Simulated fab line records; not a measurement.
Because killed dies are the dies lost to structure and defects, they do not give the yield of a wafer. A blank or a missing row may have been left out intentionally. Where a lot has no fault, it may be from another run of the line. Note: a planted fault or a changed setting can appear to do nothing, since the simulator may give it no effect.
A lot that was struck, set against a sound lot / flow n5_finfet / 44 out of 1938 route steps
Sound: these wafers, L210.1, L210.2, L210.5. Struck: wafer L224.4. (L224.5, L224.6 of the same lot were not struck and are left out.) The cause comes at the end.
Each step with rows lists, per side, the tool, then ch with its chambers, then its first start. Under that, the readings that differ: sound wafers / struck wafers / difference of the means / sigmas: that difference in standard deviations of wafers without a fault.
alike: readings with means less than 2 such deviations apart, plus words and numbers identical on both sides. not compared: withheld readings, readings lacking a value on some wafer, bounds such as >300 that could conceal the same value, and numbers that have no deviation in the record and whose values overlap.
The two part at a step that has a row with sigmas, a row that says differs or no value, or rows on one side only. Numbers that don't overlap but have no deviation are shown without sigmas and don't part them. A reading that every wafer of one side lacks parts them only if that side has two wafers or more.

N5_BEOL_M5_ANNEAL_89: time 1800 s.
  struck on pvd_sputter-03, day 12 14:34; sound on pvd_sputter-02, day 8 04:43
  alike: heater_power_w, susceptor_temp_C_max
N5_BEOL_M5_SPUTTER_90: material Cu, target thk 4.5 nm, time 8.29 s.
  struck on pvd_sputter-03, day 12 15:34; sound on pvd_sputter-02, day 8 05:43
  alike: throttle_valve_pct
then, 1 step without rows for these wafers: N5_BEOL_M5_ECD_50 (material Cu, target thk 300 nm).
N5_BEOL_M5_ANNEAL_51: time 90 s.
  sound on rtp_anneal-02 ch 0, day 8 05:55; struck on rtp_anneal-02 ch 0, day 12 15:55
  alike: wafer_temp_C_max
then, 1 step without rows for these wafers: N5_BEOL_M5_CMP_52 (polishes, stops on SiCOH lowk, t overpolish 6.9 s, target thk 62 nm).
N5_BEOL_M5_THK_MEAS_53: measures by xrf.
  struck on film_metro-02, day 12 16:22; sound on film_metro-01, day 8 06:31
  alike: M5_THK
N5_BEOL_M5_PRE_CLEAN_77: time 15 s.
  sound on cvd_co-02 ch 0,2, day 8 06:32; struck on cvd_co-02 ch 0, day 12 16:25
  alike: heater_power_w
then, 3 steps without rows for these wafers: N5_BEOL_M5_CO_CAP_78 (material Co, precursor CCTBA/H2, target thk 2 nm, time 102.1 s); N5_BEOL_M5_PRE_CLEAN_55 (time 15 s); N5_BEOL_M5_DEP_56 (deposits SiCN from 3MS/NH3, target thk 8 nm, time 14 s).
N5_BEOL_M5_RS_MEAS_57: a four-point-probe measurement.
  struck on film_metro-02, day 12 16:38; sound on film_metro-01, day 8 06:46
  alike: M5_RS
N5_BEOL_M5_INSPECT_58: inspects for defects (darkfield).
  struck on defect_inspect-01, day 12 16:39; sound on defect_inspect-01, day 8 06:47
  alike: raw_defect_count
N5_BEOL_M6_ILD_DEP_00: deposits SiCOH lowk from DEMS/porogen, target thk 179.75 nm, time 33.4 s.
  sound on pecvd-01 ch 1,2, day 8 06:50; struck on pecvd-02 ch 1, day 12 16:43
reading=model.SiCOH_lowk_of_BEOL_M6_ILD_DEP_00.thk_nm (nm); sound=182.2 176.8 183.8; struck=169.8; difference=-11.1; sigmas=
  alike: heater_power_w, showerhead_plenum_p_Torr, throttle_valve_pct
then, 1 step without rows for these wafers: N5_BEOL_M6_CURE_74 (cures SiCOH lowk, time 240 s).
N5_BEOL_M6_THK_MEAS_01:
  struck on film_metro-01, day 12 17:16; sound on film_metro-01, day 8 07:28
reading=M6_ILD_THK (nm); sound=157.0 152.5 158.4; struck=146.3; difference=-9.7; sigmas=-5
then, 10 steps without rows for these wafers: N5_BEOL_M6_PECVD_70 (deposits SiO2 from TEOS/O2, target thk 20 nm, time 22.7 s); N5_BEOL_M6_HM_DEP_02 (deposits TiN, target thk 20 nm); N5_BEOL_M6_COAT_59 (time 60 s, resist thk 100 nm); N5_BEOL_M6_COAT_60 (time 60 s, resist thk 35 nm); N5_BEOL_M6_COAT_05 (resist thk 90 nm); N5_BEOL_M6_EBR_07; N5_BEOL_M6_SOFTBAKE_06 (time 60 s); N5_BEOL_M6_EXPOSE_08 (exposes mask M6); N5_BEOL_M6_PEB_09 (peb time 60 s); N5_BEOL_M6_DEVELOP_10 (develop time 30 s).
N5_BEOL_M6_CD_MEAS_11: target cd 38.5 nm.
  sound on cd_sem-01 ch 0, day 8 09:58; struck on cd_sem-01 ch 0, day 12 18:30
  alike: cd_nm
N5_BEOL_M6_OVL_MEAS_12:
  sound on overlay-01 ch 0, day 8 09:59; struck on overlay-01 ch 0, day 12 18:32
  alike: M6_OVL
N5_BEOL_M6_INSPECT_13: inspects for defects (brightfield).
  struck on defect_inspect-02, day 12 18:34; sound on defect_inspect-01, day 8 10:01
  alike: raw_defect_count
N5_BEOL_M6_DESCUM_16: chemistry O2, time 7.9 s.
  sound on rie_diel-06 ch 0,2,3, day 8 10:14; struck on rie_diel-04 ch 3, day 12 18:37
  alike: drypump_motor_current_A, oes_product_au, rf_vpp_V, showerhead_plenum_p_Torr, throttle_valve_pct
  not compared: rf_hours_counter_h
then, 6 steps without rows for these wafers: N5_BEOL_M6_ETCH_61 (etches SiARC in CF4, target depth 45.5 nm, time 75.8 s); N5_BEOL_M6_ETCH_62 (etches SOC in N2/H2, target depth 110 nm, overetch 22 nm, time 165 s); N5_BEOL_M6_STRIP_68 (strips in N2/H2); N5_BEOL_M6_STRIP_67 (strips in CF4); N5_BEOL_M6_HM_OPEN_17 (chemistry Cl2/BCl3, target TiN, target depth 20 nm, overetch 6 nm); N5_BEOL_M6_STRIP_19 (strips in O2).
N5_BEOL_M6_CD_MEAS_18: pitch 80 nm, target cd 40 nm.
  struck on cd_sem-02, day 12 19:11; sound on cd_sem-03, day 8 10:41
  alike: cd_nm
then, 6 steps without rows for these wafers: N5_BEOL_M6_COAT_63 (time 60 s, resist thk 60 nm); N5_BEOL_M6_COAT_64 (time 60 s, resist thk 12 nm); N5_BEOL_M6_COAT_71 (time 60 s, resist thk 5 nm); N5_BEOL_M6_COAT_22 (resist thk 30 nm); N5_BEOL_M6_EBR_24; N5_BEOL_M6_SOFTBAKE_23 (time 60 s).
N5_BEOL_M6_CMP_52: polishes, stops on SiCOH lowk, t overpolish 6.9 s, target thk 80 nm.
  sound on cmp-01 ch 1,3, day 8 15:01; struck on cmp-03 ch 0, day 12 23:32
reading=model.SiCOH_lowk_of_BEOL_M6_ILD_DEP_00.thk_nm (nm); sound=154.2 149.4 155.4; struck=143.4; difference=-9.6; sigmas=
  alike: motor_current_A
  not compared: pad_life_wafers
next, for these wafers, 1 step has no rows: N5_PASSIVATION_PROBE_49.

## WHERE THEY PART
At N5_BEOL_M6_THK_MEAS_01 and nowhere else, as far as this record goes. Later steps at which nothing parts them and some readings are alike: N5_BEOL_M6_CD_MEAS_11, N5_BEOL_M6_OVL_MEAS_12, N5_BEOL_M6_INSPECT_13, N5_BEOL_M6_DESCUM_16, N5_BEOL_M6_CD_MEAS_18, N5_BEOL_M6_CMP_52.

WHY: whatever the simulator had introduced
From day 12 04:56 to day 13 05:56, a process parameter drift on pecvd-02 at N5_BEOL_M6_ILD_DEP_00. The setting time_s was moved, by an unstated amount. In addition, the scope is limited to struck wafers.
